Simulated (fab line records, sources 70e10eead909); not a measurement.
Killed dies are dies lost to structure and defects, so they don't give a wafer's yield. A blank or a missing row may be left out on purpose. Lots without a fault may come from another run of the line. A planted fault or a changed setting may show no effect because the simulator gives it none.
fab line records | flow nand_harc
record lots=13 wafers=38 last_day=33
route steps=1302 shown P_STI@88 THIN_TSV@1269 END@1302
lots that met no fault: from a run of the same line without faults
start_h: hours from the record's first day to the start of the lot's first wafer shown | wait_h: hours since the lot's step before | " the same as in the row above | L1.1+2: a row that stands for several wafers | - no value, or no start given | * or withheld: withheld | < > ~ a bound
route shown NAME@n: a module of which the file shows steps, and the number in the route of the first | usual: mean/standard deviation of fault-free wafers | same: alike in all rows | chamber/n: place in a boat | sites: the reading at each site | _std_site: their standard deviation | _edge_site: outer sites' mean less inner sites' | radius_mm: how far each site lies from the wafer's centre | mask NAME#n: copy n | behind: the tool/chamber that last shaped the wafer | hold: why the lot was held/for how many hours/how that ended | device: the transistor (n, p or np) that didn't switch | end of line: the same wafers' tests at the end of the route | a step without rows: its recipe alone | killed: dies lost to structure and defects at the first sort, not the wafer's yield | map: a wafer's dies, x killed, . not, _ none there
set.NAME: the setting as run; set.NAME@STEP: as run at that earlier step | model.NAME: the simulator's own value behind a step, which no gauge read
steps of the route over a sample of lots; a table a step, a row a wafer
services: from which hour (start_h, from the record's first day; less than 0 if before it) a tool's chamber was out of use, for how many hours, and why
## steps
# step NHARC_P_STI_ETCH_42
# recipe target_depth_a=800 overetch_a=240 time_s=61 ion_energy_ev=200 n2_flow_sccm=150 h2_flow_sccm=150 ar_flow_sccm=0 rf_w=400 bias_w=150 chemistry=N2/H2
# usual drypump_motor_current_A=5.44/0.28 oes_product_au=0.997/0.0075 rf_vpp_V=429.5/2.7 showerhead_plenum_p_Torr=2.00/0.094 throttle_valve_pct=14.171/0.0091
# columns lot.wafer tool chamber start_h wait_h drypump_motor_current_A oes_product_au rf_hours_counter_h rf_vpp_V showerhead_plenum_p_Torr throttle_valve_pct
L950.4 rie_diel-09 1 77.41 0.1 5.52 0.993 3.7 426.6 1.95 14.168
L950.3 " 0 " " 5.65 0.994 8.1 430.2 2.04 14.166
L950.5 " 2 " " 5.50 0.996 - 427.2 1.90 14.166
L951.3 rie_diel-05 1 84.75 0.1 5.16 0.997 0.7 427.1 1.91 14.178
L951.6 " 1 " " 5.18 0.992 - 426.3 1.91 14.168
L951.5 " 2 " " 5.56 0.974 - 430.9 2.07 14.178
L953.1 rie_diel-05 3 106.19 0.1 5.38 0.990 2.4 428.9 2.01 14.155
L953.4 " 2 " " 5.58 0.989 - 430.9 2.07 14.169
L953.5 " 3 " " 5.37 0.999 - 428.3 2.01 14.174
L954.4 rie_diel-09 0 112.28 0.1 5.68 0.999 10.2 430.2 2.04 14.173
L954.2 " 2 " " 5.51 1.002 10.7 427.7 1.90 14.167
L954.3 " 3 " " 5.98 0.992 9.7 426.8 1.91 14.162
L955.2 rie_diel-09 3 124.48 0.1 5.97 1.014 10.2 426.8 1.91 14.164
L955.3 " 0 " " 5.66 1.001 10.6 431.1 2.04 14.180
L955.5 " 2 " " 5.46 0.996 - 427.7 1.90 14.182
L956.1 rie_diel-05 0 135.58 0.1 4.98 1.002 3.2 433.9 2.19 14.184
L956.2 " 1 " " 5.16 1.004 2.7 426.1 1.91 14.185
L956.4 " 2 " " 5.59 0.983 2.9 430.4 2.07 14.170
L957.2 rie_diel-05 0 145.33 0.1 4.98 0.997 3.6 435.2 2.19 14.175
L957.1 " 2 " " 5.58 0.990 3.5 430.9 2.07 14.167
L957.6 " 1 " " 5.16 0.996 - 428.4 1.91 14.178
L958.4 rie_diel-05 2 154.24 0.1 5.56 0.994 3.9 432.1 2.07 14.164
L958.2 " 0 " " 4.97 1.005 3.9 434.7 2.19 14.181
L958.5 " 1 " " 5.19 0.987 - 427.6 1.91 14.171
L961.2 rie_diel-05 3 183.50 0.1 5.38 0.995 5.7 430.0 2.00 14.156
L961.3 " 1 " " 5.15 0.992 4.9 426.5 1.91 14.167
L961.5 " 2 " " 5.58 1.000 - 432.1 2.07 14.179
L962.3 rie_diel-05 2 192.89 0.1 5.55 1.002 5.4 432.3 2.07 14.155
L962.1 " 3 " " 5.36 1.010 6.0 430.2 2.00 14.171
L962.5 " 3 " " 5.35 1.000 - 428.1 2.00 14.157
L963.3 rie_diel-05 1 203.94 0.1 5.19 0.998 5.4 426.4 1.91 14.166
L963.4 " 3 " " 5.36 0.996 6.2 429.3 2.00 14.183
L963.5 " 2 " " 5.56 0.997 - 430.8 2.07 14.169
L964.2 rie_diel-05 2 212.83 0.1 5.55 0.986 5.8 430.6 2.07 14.175
L964.1 " 0 " " 4.97 1.002 5.8 433.8 2.19 14.173
L964.6 " 3 " " 5.34 0.997 - 429.4 2.00 14.166
L969.5 rie_diel-05 3 263.43 0.1 5.35 0.991 - 430.6 2.00 14.186
L969.6 " 0 " " 4.97 1.005 - 435.4 2.19 14.188
# step NHARC_THIN_TSV_STRIP_62
# recipe power_w=1500 temp_c=250 time_s=20 chemistry=N2/H2
# usual drypump_motor_current_A=5.6/0.6 heater_power_w=324/29
# columns lot.wafer tool chamber start_h wait_h drypump_motor_current_A heater_power_w rf_hours_counter_h
L951.3 plasma_asher-02 1 579.14 - 4.9 322 -
L951.6 " 0 " " 6.2 271 -
L951.5 " 1 " " 4.9 327 -
L950.3 plasma_asher-02 0 580.15 - 6.2 277 -
L950.4 " 1 " " 4.9 328 -
L950.5 " 0 " " 6.2 281 -
L954.2 plasma_asher-01 0 705.58 - 5.1 340 0
L954.3 " 0 " " 5.1 335 -
L954.4 " 1 " " 6.3 353 -
L953.1 plasma_asher-01 1 706.65 - 6.2 345 0
L953.4 " 1 " " 6.3 355 -
L953.5 " 1 " " 6.2 358 -
L955.2 plasma_asher-01 1 707.91 - 6.3 348 0
L955.3 " 1 " " 6.2 360 -
L955.5 " 1 " " 6.2 354 -
L957.2 plasma_asher-02 1 709.05 - 4.9 316 21
L957.1 " 0 " " 6.2 275 21
L957.6 " 1 " " 4.9 317 -
L956.2 plasma_asher-02 1 710.22 - 4.9 327 21
L956.1 " 0 " " 6.2 273 21
L956.4 " 1 " " 4.9 326 -
L958.2 plasma_asher-01 0 712.75 - 5.1 344 3
L958.4 " 0 " " 5.1 342 -
L958.5 " 1 " " 6.2 347 -
L963.4 plasma_asher-01 1 715.02 - 6.3 356 -
L963.3 " 0 " " 5.1 335 -
L963.5 " 1 " " 6.3 356 -
L964.1 plasma_asher-01 1 716.40 - 6.2 355 5
L964.2 " 0 " " 5.1 348 5
L964.6 " 1 " " 6.2 345 -
L961.2 plasma_asher-01 1 717.53 - 6.2 343 6
L961.3 " 1 " " 6.3 349 -
L961.5 " 0 " " 5.1 335 -
L962.1 plasma_asher-02 1 718.69 - 4.9 322 26
L962.3 " 0 " " 6.1 271 -
L962.5 " 0 " " 6.1 275 -
L969.5 plasma_asher-01 0 773.21 - 5.1 332 -
L969.6 " 1 " " 6.2 346 -
# step NHARC_THIN_TSV_CD_MEAS_37
# usual cd_nm=4999.8/2.2
# columns lot.wafer tool chamber start_h wait_h cd_nm
L951.3 cd_sem-03 - 583.68 - 5002.0
L951.5 " - " " 4999.3
L951.6 " - " " 4998.9
L950.3 cd_sem-02 - 584.91 - 5001.7
L950.4 " - " " 4999.0
L950.5 " - " " 5001.4
L954.2 cd_sem-03 - 710.35 - 5001.1
L954.3 " - " " 5001.1
L954.4 " - " " 5000.8
L953.1 cd_sem-01 - 711.37 - 4998.8
L953.4 " - " " 5000.0
L953.5 " - " " 5000.4
L955.2 cd_sem-02 - 712.68 - 5001.4
L955.3 " - " " 5000.0
L955.5 " - " " 5003.0
L957.1 cd_sem-01 - 713.90 - 5001.0
L957.2 " - " " 5001.0
L957.6 " - " " 5000.9
L956.1 cd_sem-01 - 714.97 - 5002.7
L956.2 " - " " 5001.9
L956.4 " - " " 5003.7
L958.2 cd_sem-01 - 717.60 - 5002.2
L958.4 " - " " 5000.3
L958.5 " - " " 5000.1
L963.3 cd_sem-01 - 719.76 - 5001.3
L963.4 " - " " 5000.8
L963.5 " - " " 5001.0
L964.1 cd_sem-03 - 721.18 - 4998.4
L964.2 " - " " 4999.0
L964.6 " - " " 4997.9
L961.2 cd_sem-02 - 722.38 - 4997.4
L961.3 " - " " 4995.3
L961.5 " - " " 4995.4
L962.1 cd_sem-01 - 723.40 - 4998.0
L962.3 " - " " 5001.2
L962.5 " - " " 5001.5
L969.5 cd_sem-01 - 777.75 - 4995.6
L969.6 " - " " 4998.1
# step NHARC_END_SORT_01
# recipe temp_c=25
# usual killed_at_array=63/18 killed_at_other=1.1/1.3 killed_at_periphery=4.3/2.8 killed_dies=68/18 killed_open=3.3/2 killed_short=2.4/1.6
# same gross_dies=677
# columns lot.wafer tool chamber start_h wait_h killed_at_array killed_at_other killed_at_periphery killed_dies killed_open killed_short
L969.5 prober-02 0 793.10 3.7 82 1 90 173 2 5
L969.6 prober-02 0 793.89 3.9 82 0 4 86 6 1
# killed by level:class
L969.5 P_STI:unspecified=88 A_CHANNEL_HOLE_D2:chamber_film_flake=30 A_SLIT:chamber_film_flake=23 A_CHANNEL_HOLE_D1:chamber_film_flake=10 A_STAIRCASE:chamber_film_flake=7 A_CONTACT:chamber_film_flake=2 A_BLC:chamber_film_flake=2 P_GATE:geometric_particle:open=1
L969.6 A_SLIT:chamber_film_flake=30 A_CHANNEL_HOLE_D2:chamber_film_flake=24 A_CHANNEL_HOLE_D1:chamber_film_flake=12 A_STAIRCASE:chamber_film_flake=8 P_STI:chamber_film_flake=2 A_CONTACT:chamber_film_flake=2 P_GATE:geometric_particle:open=1 P_CONTACT:geometric_particle:open=1
## services
# columns tool chamber start_h hours kind
plasma_asher-02 - 72.08 9.0 pm
plasma_asher-01 - 101.62 4.1 repair
rie_diel-05 0 104.34 2.9 repair
plasma_asher-01 - 165.00 9.0 pm
plasma_asher-01 - 184.56 25.4 repair
rie_diel-05 - 229.60 9.0 pm
plasma_asher-02 - 249.08 9.0 pm
plasma_asher-02 - 275.93 10.5 repair
rie_diel-05 2 309.21 7.6 repair
rie_diel-05 3 315.07 21.7 repair
rie_diel-05 2 323.63 7.3 repair
plasma_asher-01 - 342.00 9.0 pm
rie_diel-05 - 406.60 9.0 pm
plasma_asher-01 - 446.48 36.9 repair
rie_diel-05 3 462.90 9.0 repair
plasma_asher-01 - 519.19 9.0 pm
rie_diel-05 0 548.86 4.9 repair
rie_diel-05 - 583.60 9.0 pm
rie_diel-05 2 624.96 3.0 repair
rie_diel-05 2 653.80 4.3 repair
plasma_asher-01 - 675.08 2.3 repair
plasma_asher-01 - 696.19 9.0 pm
plasma_asher-01 - 730.86 10.0 repair
rie_diel-05 - 760.60 9.0 pm
## key
first_sign step=NHARC_END_SORT_01 reading=killed_at_periphery direction=up sigmas=30 usual=4.3 struck=90
effect step=NHARC_END_SORT_01 reading=killed_dies direction=up sigmas=5.9 usual=68 struck=173
more_kills_born_at NHARC_P_STI_ETCH_42@rie_diel-05=88
met_at NHARC_P_STI_ETCH_42
struck_lots L969
struck_wafers L969.5
tester_left_out L969
not_acting_at NHARC_THIN_TSV_STRIP_62,NHARC_THIN_TSV_CD_MEAS_37
onset_between 212.83 263.43
fault kind=chamber_particle_source tool=rie_diel-05 chamber=3 onset_h=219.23 steps=NHARC_P_STI_ETCH_42 rate_per_visit_cm2=1.0249
# tester_left_out: of these lots the tester's yield and bins aren't shown, on N5 and GAA mostly nor the transistor test; their killed dies are dies lost to structure and defects alone, not to doping, threshold or leakage, so they don't give the yield
